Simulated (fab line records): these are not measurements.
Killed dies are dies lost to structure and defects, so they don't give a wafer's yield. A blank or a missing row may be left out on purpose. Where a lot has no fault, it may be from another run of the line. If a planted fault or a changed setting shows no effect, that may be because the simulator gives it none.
What tool caused it? | flow n5 finfet | Sampling: 24 lots, 72 wafers, 5 of 1938 route steps

== WHAT THE GAUGES SHOWED, per wafer ==
N5_BEOL_M3_OVL_MEAS_29.
lot  | measured     | on         | V2_OVL (nm)
L074 | day 7 06:37  | overlay-02 | -0.5 -0.8 0.8
L075 | day 7 12:41  | overlay-02 | 0.6 0.0 -0.2
L076 | day 7 14:32  | overlay-02 | 1.0 -0.3 0.0
L077 | day 7 17:50  | overlay-01 | -0.1 -1.1 -0.6
L078 | day 7 19:19  | overlay-01 | 1.5 0.5 1.4
L079 | day 7 22:32  | overlay-02 | -0.7 -0.7 -0.6
L080 | day 8 09:08  | overlay-02 | 0.6 0.4 1.1
L081 | day 9 01:37  | overlay-01 | -0.4 0.5 -0.5
L082 | day 9 02:01  | overlay-01 | 1.3 0.0 0.7
L083 | day 9 04:55  | overlay-02 | -0.4 0.0 0.4
L084 | day 9 05:56  | overlay-02 | -1.7 -1.0 -0.4
L085 | day 9 23:07  | overlay-02 | 0.4 0.4 -0.1
L086 | day 10 03:07 | overlay-01 | 1.1 -0.6 -0.9
L087 | day 10 08:41 | overlay-02 | -1.0 -1.3 -1.2
L089 | day 10 14:19 | overlay-01 | 1.0 1.5 1.2
L088 | day 10 21:05 | overlay-01 | -0.3 0.3 1.1
L090 | day 10 23:22 | overlay-01 | -0.4 -0.7 -0.6
L091 | day 11 07:42 | overlay-02 | -0.5 -0.3 -1.1
L092 | day 11 13:59 | overlay-01 | 0.3 -0.2 0.5
L093 | day 12 03:28 | overlay-01 | -1.0 -0.6 -0.5
L094 | day 12 13:26 | overlay-01 | -0.1 -0.2 -0.1
L097 | day 12 23:23 | overlay-01 | -0.6 -0.5 -0.1
L095 | day 13 00:20 | overlay-02 | -1.3 -0.9 -0.3
L096 | day 13 05:42 | overlay-01 | -0.3 0.5 0.7

N5_BEOL_M3_INSPECT_30: inspects for defects (brightfield).
lot  | measured     | on                | raw defect count
L074 | day 7 06:40  | defect inspect-01 | 534 352 345
L075 | day 7 12:44  | defect inspect-02 | 354 393 311
L076 | day 7 14:35  | defect inspect-02 | 273 326 315
L077 | day 7 17:53  | defect inspect-01 | 355 307 465
L078 | day 7 19:22  | defect inspect-02 | 410 359 398
L079 | day 7 22:35  | defect inspect-02 | 428 441 299
L080 | day 8 09:11  | defect inspect-01 | 425 410 473
L081 | day 9 01:40  | defect inspect-01 | 401 480 386
L082 | day 9 02:04  | defect inspect-02 | 598 591 548
L083 | day 9 04:58  | defect inspect-02 | 229 351 284
L084 | day 9 05:59  | defect inspect-02 | 426 468 311
L085 | day 9 23:10  | defect inspect-02 | 397 478 312
L086 | day 10 03:10 | defect inspect-01 | 400 570 537
L087 | day 10 08:44 | defect inspect-01 | 462 493 511
L089 | day 10 14:22 | defect inspect-01 | 584 425 437
L088 | day 10 21:09 | defect inspect-01 | 878 457 640
L090 | day 10 23:25 | defect inspect-01 | 311 317 485
L091 | day 11 07:46 | defect inspect-02 | 416 282 389
L092 | day 11 14:02 | defect inspect-02 | 385 336 300
L093 | day 12 03:32 | defect inspect-02 | 362 401 355
L094 | day 12 13:30 | defect inspect-02 | 557 347 267
L097 | day 12 23:26 | defect inspect-02 | 512 599 477
L095 | day 13 00:23 | defect inspect-02 | 292 525 360
L096 | day 13 05:46 | defect inspect-01 | 406 445 448

N5_BEOL_M3_CD_MEAS_35: target cd 18 nm, target cd y 21 nm.
lot  | measured     | on        | cd nm (nm)
L074 | day 7 09:39  | cd sem-03 | 18.3 18.5 18.5
L075 | day 7 13:41  | cd sem-01 | 18.0 18.1 18.1
L076 | day 7 16:56  | cd sem-02 | 18.2 18.3 17.5
L077 | day 7 20:06  | cd sem-01 | 18.3 18.4 18.1
L078 | day 7 20:30  | cd sem-01 | 18.8 17.8 18.0
L079 | day 8 00:18  | cd sem-03 | 18.0 18.0 18.2
L080 | day 8 14:55  | cd sem-02 | 17.6 17.5 18.0
L081 | day 9 02:43  | cd sem-02 | 18.0 17.8 17.8
L082 | day 9 03:29  | cd sem-02 | 17.6 18.5 18.5
L083 | day 9 06:10  | cd sem-03 | 17.9 18.2 18.0
L084 | day 9 14:22  | cd sem-02 | 17.4 17.2 17.8
L085 | day 10 00:41 | cd sem-02 | 17.6 18.0 17.4
L086 | day 10 07:37 | cd sem-01 | 17.7 17.6 17.8
L087 | day 10 12:38 | cd sem-02 | 17.4 18.2 17.8
L089 | day 10 15:58 | cd sem-02 | 18.0 18.2 18.1
L088 | day 11 06:53 | cd sem-03 | 18.4 18.0 17.9
L090 | day 11 07:09 | cd sem-01 | 17.3 17.9 18.2
L091 | day 12 02:26 | cd sem-02 | 18.2 18.4 18.1
L092 | day 12 02:38 | cd sem-01 | 17.9 18.0 17.2
L093 | day 12 11:37 | cd sem-03 | 18.1 17.7 18.1
L094 | day 12 18:53 | cd sem-01 | 18.3 18.3 18.2
L097 | day 13 04:50 | cd sem-03 | 18.4 17.9 17.7
L095 | day 13 07:14 | cd sem-02 | 18.8 18.7 17.9
L096 | day 13 08:01 | cd sem-02 | 18.0 17.9 18.1

== EACH LOT AND THE TOOL THAT RAN IT (in order: tool; ch and the chambers of the sampled wafers; start) ==
lot  | N5_BEOL_M3_HM_OPEN_17             | N5_BEOL_M3_ALD_98
L074 | rie metal-01 ch 0,1, day 7 06:05  | ald sin-03 ch 2,3, day 7 06:50
L075 | rie metal-02 ch 0,1, day 7 12:07  | ald sin-04 ch 0,1,3, day 7 12:54
L076 | rie metal-03 ch 0,1, day 7 13:45  | ald sin-03 ch 0,1,3, day 7 14:53
L077 | rie metal-03 ch 0, day 7 17:17    | ald sin-04 ch 1,2, day 7 18:03
L078 | rie metal-02 ch 1, day 7 18:47    | ald sin-02 ch 0,3, day 7 19:50
L079 | rie metal-01 ch 0, day 7 22:00    | ald sin-02 ch 0,2,3, day 7 23:19
L080 | rie metal-02 ch 0,1, day 8 08:37  | ald sin-04 ch 0,3, day 8 09:21
L081 | rie metal-02 ch 0,1, day 9 01:07  | ald sin-04 ch 1,2,3, day 9 02:01
L082 | rie metal-01 ch 0,1, day 9 01:28  | ald sin-03 ch 0,2, day 9 02:41
L083 | rie metal-01 ch 0,1, day 9 04:21  | ald sin-04 ch 1,2, day 9 05:15
L084 | rie metal-02 ch 0,1, day 9 05:08  | ald sin-02 ch 2,3, day 9 06:09
L085 | rie metal-03 ch 0,1, day 9 22:26  | ald sin-02 ch 1,2, day 9 23:32
L086 | rie metal-01 ch 0,1, day 10 02:35 | ald sin-02 ch 0,2,3, day 10 03:40
L087 | rie metal-01 ch 0,1, day 10 08:08 | ald sin-04 ch 0,3, day 10 08:55
L089 | rie metal-01 ch 0,1, day 10 13:35 | ald sin-02 ch 0,1,2, day 10 15:18
L088 | rie metal-03 ch 0,1, day 10 20:26 | ald sin-04 ch 0,1,2, day 10 21:19
L090 | rie metal-03 ch 0,1, day 10 22:44 | ald sin-02 ch 0,1, day 10 23:47
L091 | rie metal-02 ch 1, day 11 07:10   | ald sin-02 ch 1,2,3, day 11 08:22
L092 | rie metal-02 ch 0, day 11 13:16   | ald sin-02 ch 0,3, day 11 14:15
L093 | rie metal-01 ch 0,1, day 12 02:46 | ald sin-02 ch 0,2,3, day 12 03:45
L094 | rie metal-01 ch 0,1, day 12 12:53 | ald sin-02 ch 0,1,2, day 12 13:57
L097 | rie metal-02 ch 0,1, day 12 22:44 | ald sin-02 ch 0,2,3, day 12 23:37
L095 | rie metal-02 ch 0,1, day 12 23:42 | ald sin-03 ch 1,2, day 13 00:34
L096 | rie metal-01 ch 0,1, day 13 05:10 | ald sin-04 ch 0,2, day 13 05:56
- N5_BEOL_M3_HM_OPEN_17: chemistry Cl2/BCl3, target TiN, target depth 20 nm, overetch 6 nm.
- N5_BEOL_M3_ALD_98: deposits SiO2, target thk 2.5 nm, pulse time 1 s, co reactant pulse time 1 s.

== AS READ BY THE TOOLS THEMSELVES (means over the sampled wafers that have a number; for cases with no such wafer, the mark the record gives instead) ==
N5_BEOL_M3_HM_OPEN_17.
lot  | tool         | drypump motor current A (A) | oes product au (a.u.) | throttle valve pct (%)
L074 | rie metal-01 | 5.0                         | 0.70                  | 21.79
L075 | rie metal-02 | 5.7                         | 0.68                  | 22.04
L076 | rie metal-03 | 5.5                         | 0.58                  | 22.52
L077 | rie metal-03 | 4.8                         | 0.60                  | 22.13
L078 | rie metal-02 | 6.0                         | 0.68                  | 21.82
L079 | rie metal-01 | 4.9                         | 0.62                  | 21.99
L080 | rie metal-02 | 5.7                         | 0.67                  | 22.04
L081 | rie metal-02 | 5.9                         | 0.68                  | 21.94
L082 | rie metal-01 | 5.0                         | 0.69                  | 21.80
L083 | rie metal-01 | 4.9                         | 0.65                  | 21.91
L084 | rie metal-02 | 5.7                         | 0.67                  | 22.05
L085 | rie metal-03 | 5.2                         | 0.58                  | 22.33
L086 | rie metal-01 | 5.0                         | 0.68                  | 21.81
L087 | rie metal-01 | 5.0                         | 0.68                  | 21.80
L089 | rie metal-01 | 4.9                         | 0.64                  | 21.92
L088 | rie metal-03 | 5.5                         | 0.56                  | 22.53
L090 | rie metal-03 | 5.1                         | 0.58                  | 22.35
L091 | rie metal-02 | 6.0                         | 0.66                  | 21.84
L092 | rie metal-02 | 5.5                         | 0.65                  | 22.19
L093 | rie metal-01 | 4.9                         | 0.65                  | 21.90
L094 | rie metal-01 | 4.9                         | 0.63                  | 21.92
L097 | rie metal-02 | 5.8                         | 0.66                  | 21.97
L095 | rie metal-02 | 5.8                         | 0.65                  | 21.96
L096 | rie metal-01 | 5.0                         | 0.67                  | 21.82

N5_BEOL_M3_ALD_98.
lot  | tool       | heater power w (W) | precursor pulse height rel
L074 | ald sin-03 | 84                 | 0.990
L075 | ald sin-04 | 77                 | 1.010
L076 | ald sin-03 | 81                 | 0.998
L077 | ald sin-04 | 80                 | 0.978
L078 | ald sin-02 | 67                 | 0.996
L079 | ald sin-02 | 72                 | 1.013
L080 | ald sin-04 | 75                 | 1.005
L081 | ald sin-04 | 80                 | 1.003
L082 | ald sin-03 | 78                 | 0.975
L083 | ald sin-04 | 80                 | 1.010
L084 | ald sin-02 | 77                 | 0.995
L085 | ald sin-02 | 84                 | 0.976
L086 | ald sin-02 | 72                 | 0.976
L087 | ald sin-04 | 76                 | 1.000
L089 | ald sin-02 | 79                 | 0.989
L088 | ald sin-04 | 78                 | 0.987
L090 | ald sin-02 | 75                 | 1.005
L091 | ald sin-02 | 79                 | 0.998
L092 | ald sin-02 | 68                 | 0.999
L093 | ald sin-02 | 73                 | 0.998
L094 | ald sin-02 | 79                 | 1.014
L097 | ald sin-02 | 73                 | 1.011
L095 | ald sin-03 | 83                 | 0.998
L096 | ald sin-04 | 79                 | 1.013

== THE ANSWER, worked out from the rows above alone ==
Rule: the usual values come from the lots themselves. The widest of any qualifying gaps counts: lots, ordered by their means at a reading, are off when they make up no more than a third of the lots, leave a main group of 4 or more, and stand apart from it by 3 or more times the standard deviation of that group's means. The tables above print the reading to a certain number of digits; a main group whose means all agree to those digits is not used. A lot without any number at a reading at which 4 lots or more have one is off too. Where the step has rows for the other lots, those lots are counted as sound. Order of review: gauges by route order, followed by the tools' own readings, for which a lot's mean as printed above is used. At the first step where some lot is off, the reading lying furthest off is the one used; lots without a number count as furthest.
No lot is off on any of the readings shown, so nothing can be concluded from this.

== WHAT THE SIMULATOR HAD INSERTED ==
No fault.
